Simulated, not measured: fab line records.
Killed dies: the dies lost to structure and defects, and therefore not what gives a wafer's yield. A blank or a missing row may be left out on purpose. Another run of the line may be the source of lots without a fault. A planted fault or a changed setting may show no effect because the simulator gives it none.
Matching of chambers | flow n5_finfet | N5_BEOL_M9_DEP_56 on pecvd-04 has 3 sister chambers
The step deposits SiCN from 3MS/NH3, target thk 15 nm, time 26.5 s. 14 wafers are shown with their chamber, then 6 later ones without.

== WAFERS PAIRED WITH THEIR CHAMBERS ==
wafer  | chamber | throttle_valve_pct (%) | showerhead_plenum_p_Torr (Torr)
L135.1 | 0       | 8.5                    | 3.645
L135.4 | 2       | 8.6                    | 3.667
L135.6 | 0       | 8.4                    | 3.647
L136.2 | 2       | 8.6                    | 3.666
L136.4 | 0       | 8.4                    | 3.651
L136.6 | 2       | 8.7                    | 3.670
L139.1 | 1       | 9.6                    | 3.660
L139.2 | 2       | 8.7                    | 3.671
L139.6 | 1       | 9.8                    | 3.656
L147.1 | 1       | 9.6                    | 3.656
L147.4 | 0       | 8.8                    | 3.639
L147.6 | 0       | 8.8                    | 3.639
L148.4 | 1       | 9.9                    | 3.659
L148.6 | 2       | 8.3                    | 3.679

SIGNATURES, as means of the wafers listed above
reading                  | chamber 0 | chamber 1 | chamber 2 | scatter within a chamber
throttle_valve_pct       | 8.580     | 9.725     | 8.580     | 0.177
showerhead_plenum_p_Torr | 3.64420   | 3.65775   | 3.67060   | 0.00454
Rule: distance of a wafer from a chamber = root of the sum over the readings of ((wafer's reading minus chamber's mean) / reading's scatter) squared. If the next closest chamber is less than 2 further off than the closest, the wafer can't be placed; otherwise it belongs to the closest. The scatter: take each reading less its chamber's mean, square it, sum over the shown wafers, divide by the number of wafers less the number of chambers, and take the root.

== WAFERS MISSING THEIR CHAMBER ==
wafer  | throttle_valve_pct (%) | showerhead_plenum_p_Torr (Torr)
L149.2 | 9.7                    | 3.663
L149.5 | 9.7                    | 3.655
L149.6 | 8.6                    | 3.680
L155.3 | 9.7                    | 3.657
L155.4 | 8.8                    | 3.672
L155.5 | 9.4                    | 3.659

== EACH ONE'S CHAMBER ==
wafer  | from the rows above | in truth
L149.2 | 1                   | 1
L149.5 | 1                   | 1
L149.6 | 2                   | 2
L155.3 | 1                   | 1
L155.4 | 2                   | 2
L155.5 | 1                   | 1
Correctly placed: 6 of 6. From these rows, 0 cannot be placed. Wrongly placed: 0.
